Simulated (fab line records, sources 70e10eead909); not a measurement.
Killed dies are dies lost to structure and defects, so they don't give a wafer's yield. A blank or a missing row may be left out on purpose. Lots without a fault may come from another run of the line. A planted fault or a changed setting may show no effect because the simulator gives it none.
Which tool did it? | flow nand_harc | 14 lots, 42 wafers sampled, at 5 steps of a route of 1302

WHAT THE GAUGES READ, wafer by wafer
NHARC_A_ONON_D2_THK_MEAS_24: measures by ellipsometry. Usual: thk_nm 999 nm, standard deviation 11.
lot  | measured     | on            | thk_nm (nm)    | flag
L297 | day 13 06:41 | film_metro-02 | 1009 1009 1009 |
L296 | day 13 06:42 | film_metro-01 | 1008 1008 1007 |
L299 | day 14 04:08 | film_metro-02 | 994 995 995    |
L300 | day 14 17:20 | film_metro-01 | 996 996 994    |
L304 | day 16 00:49 | film_metro-01 | 1009 1011 1008 |
L302 | day 16 00:50 | film_metro-02 | 979 981 976    |
L303 | day 16 06:46 | film_metro-02 | 995 997 997    |
L305 | day 17 05:53 | film_metro-02 | 1014 1014 1014 |
L306 | day 17 13:28 | film_metro-01 | 1005 1005 1005 |
L308 | day 18 13:49 | film_metro-02 | 998 999 1000   |
L310 | day 19 04:23 | film_metro-01 | 1012 1011 1011 |
L312 | day 19 16:16 | film_metro-01 | 993 994 995    |
L317 | day 21 07:16 | film_metro-02 | 1007 1007 1007 |
L319 | day 22 15:50 | film_metro-01 | 1008 1008 1007 |

NHARC_A_ONON_D2_THK_MEAS_30: measures by ellipsometry. Usual: thk_nm 1000 nm, standard deviation 11.
lot  | measured     | on            | thk_nm (nm)                   | flag
L297 | day 13 07:49 | film_metro-02 | 996 996 995                   |
L296 | day 13 07:50 | film_metro-01 | 990 992 989                   |
L299 | day 14 05:16 | film_metro-02 | 1004 1002 1003                |
L300 | day 14 18:28 | film_metro-01 | 1008 1011 1011                |
L304 | day 16 01:58 | film_metro-01 | 993 995 995                   |
L302 | day 16 01:59 | film_metro-02 | 1000 1001 1000                |
L303 | day 16 07:54 | film_metro-02 | 986 984 986                   |
L305 | day 17 07:02 | film_metro-02 | 999 1000 998                  |
L306 | day 17 14:37 | film_metro-01 | 1015 1016 1017                |
L308 | day 18 14:57 | film_metro-01 | 1012 1011 1010                |
L310 | day 19 05:31 | film_metro-02 | 1195 1197 1196 1197 1197 1197 | OFF
L312 | day 19 17:25 | film_metro-01 | 1202 1201 1200 1202 1200 1202 | OFF
L317 | day 21 08:24 | film_metro-01 | 988 988 989                   |
L319 | day 22 16:58 | film_metro-01 | 991 991 990                   |

NHARC_END_SORT_01. Usual: killed_at_array 55, standard deviation 17; killed_at_other 1.1, standard deviation 1.6; killed_at_periphery 3.8, standard deviation 2.5; killed_dies 60, standard deviation 18; killed_open 3.3, standard deviation 1.9; killed_short 2.5, standard deviation 1.7.
lot  | measured     | on        | killed_at_array | killed_at_other | killed_at_periphery | killed_dies | killed_open | killed_short | flag
L297 | day 24 21:59 | prober-01 | 67 74 61        | 0 1 0           | 10 8 6              | 77 83 67    | 7 5 4       | 1 3 3        |
L296 | day 25 04:09 | prober-01 | 80 53 49        | 0 0 0           | 6 11 4              | 86 64 53    | 3 1 5       | 2 2 1        |
L300 | day 26 02:26 | prober-01 | 79 54 63        | 4 2 3           | 4 3 1               | 87 59 67    | 2 3 5       | 4 1 1        |
L306 | day 28 19:39 | prober-01 | 61 36 46        | 1 1 3           | 7 5 8               | 69 42 57    | 7 2 4       | 5 3 2        |
L308 | day 29 14:52 | prober-02 | 77 65 65        | 2 0 0           | 3 5 2               | 82 70 67    | 5 1 1       | 7 0 3        |
L310 | day 30 07:34 | prober-01 | 671 672 674     | 1 1 1           | 5 4 2               | 677 677 677 | 4 6 0       | 5 0 3        | OFF
L312 | day 30 11:41 | prober-02 | 672 666 666     | 0 0 0           | 5 11 11             | 677 677 677 | 5 3 7       | 1 2 2        | OFF
L317 | day 32 20:26 | prober-01 | 65 47 63        | 5 2 4           | 1 8 5               | 71 57 72    | 6 2 2       | 4 2 0        |

WHICH TOOL RAN EACH LOT (tool, then ch and the chambers of the sampled wafers, then the start)
lot  | NHARC_A_ONON_D2_DEP_28           | NHARC_A_CHANNEL_HOLE_D2_DEP_00
L297 | pecvd_onon-04 ch 0, day 13 07:25 | acl_dep-01 ch 0, day 13 13:20
L296 | pecvd_onon-03 ch 0, day 13 07:19 | acl_dep-02 ch 0, day 13 12:47
L299 | pecvd_onon-01 ch 0, day 14 04:49 | acl_dep-03 ch 0, day 14 06:11
L300 | pecvd_onon-01 ch 0, day 14 18:01 | acl_dep-01 ch 0, day 14 23:46
L304 | pecvd_onon-04 ch 0, day 16 01:26 | acl_dep-03 ch 0, day 16 02:34
L302 | pecvd_onon-01 ch 0, day 16 01:35 | acl_dep-02 ch 0, day 16 03:24
L303 | pecvd_onon-03 ch 0, day 16 07:23 | acl_dep-03 ch 0, day 16 16:56
L305 | pecvd_onon-03 ch 0, day 17 06:31 | acl_dep-03 ch 0, day 17 07:39
L306 | pecvd_onon-01 ch 0, day 17 14:06 | acl_dep-03 ch 0, day 17 17:31
L308 | pecvd_onon-01 ch 0, day 18 14:26 | acl_dep-01 ch 0, day 18 16:08
L310 | pecvd_onon-01 ch 0, day 19 05:01 | -
L312 | pecvd_onon-01 ch 0, day 19 16:53 | -
L317 | pecvd_onon-03 ch 0, day 21 07:53 | acl_dep-01 ch 0, day 21 14:50
L319 | pecvd_onon-04 ch 0, day 22 16:27 | acl_dep-03 ch 0, day 22 18:08
- NHARC_A_ONON_D2_DEP_28: target thk 1000 nm.
- NHARC_A_CHANNEL_HOLE_D2_DEP_00: deposits aC, target thk 3100 nm.

WHAT THE TOOLS THEMSELVES READ (means of the sampled wafers that have a number; where no wafer has one, the mark that the record gives instead)
NHARC_A_CHANNEL_HOLE_D2_DEP_00. Usual: throttle_valve_pct 34.999 %, standard deviation 0.0086.
lot  | tool       | throttle_valve_pct (%) | flag
L297 | acl_dep-01 | 34.992                 |
L296 | acl_dep-02 | 35.010                 |
L299 | acl_dep-03 | 35.004                 |
L300 | acl_dep-01 | 35.007                 |
L304 | acl_dep-03 | 35.001                 |
L302 | acl_dep-02 | 35.003                 |
L303 | acl_dep-03 | 34.987                 |
L305 | acl_dep-03 | 34.998                 |
L306 | acl_dep-03 | 35.005                 |
L308 | acl_dep-01 | 34.999                 |
L317 | acl_dep-01 | 34.993                 |
L319 | acl_dep-03 | 34.995                 |

THE ANSWER, worked out from the rows above alone
Rule: a lot is off if the mean of its wafers that have a number lies more than 3 standard deviations from the usual mean. A lot without any number at a reading at which 4 lots or more have one is off too. The other lots that the step has rows for count as sound. The gauges are gone through in route order, then the tools' own readings, and for those a lot's mean is taken as printed above. The first step at which some lot is off is used, and at that step the reading that is off furthest; a lot without a number counts as furthest.
Off: L310, L312, at NHARC_A_ONON_D2_THK_MEAS_30 (thk_nm).
A tool fits if, at a process step before that reading, it ran every lot that is off, and no sound lot after the first of them. The gauges at NHARC_A_ONON_D2_THK_MEAS_30 aren't tried: what is off there is off at NHARC_END_SORT_01 too, on other tools, and a gauge's error can't cause that. One fits: pecvd_onon-01 at NHARC_A_ONON_D2_DEP_28. Its last sound lot is L308 (day 18 14:26), its first lot that is off L310 (day 19 05:01): a fault that began between those two fits.

WHAT THE SIMULATOR HAD PUT IN
Process parameter drift: pecvd_onon-01, from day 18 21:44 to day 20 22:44, at NHARC_A_ONON_D2_DEP_28. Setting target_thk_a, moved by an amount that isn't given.
Lots struck among those shown: L310, L312. The rule above found the same.
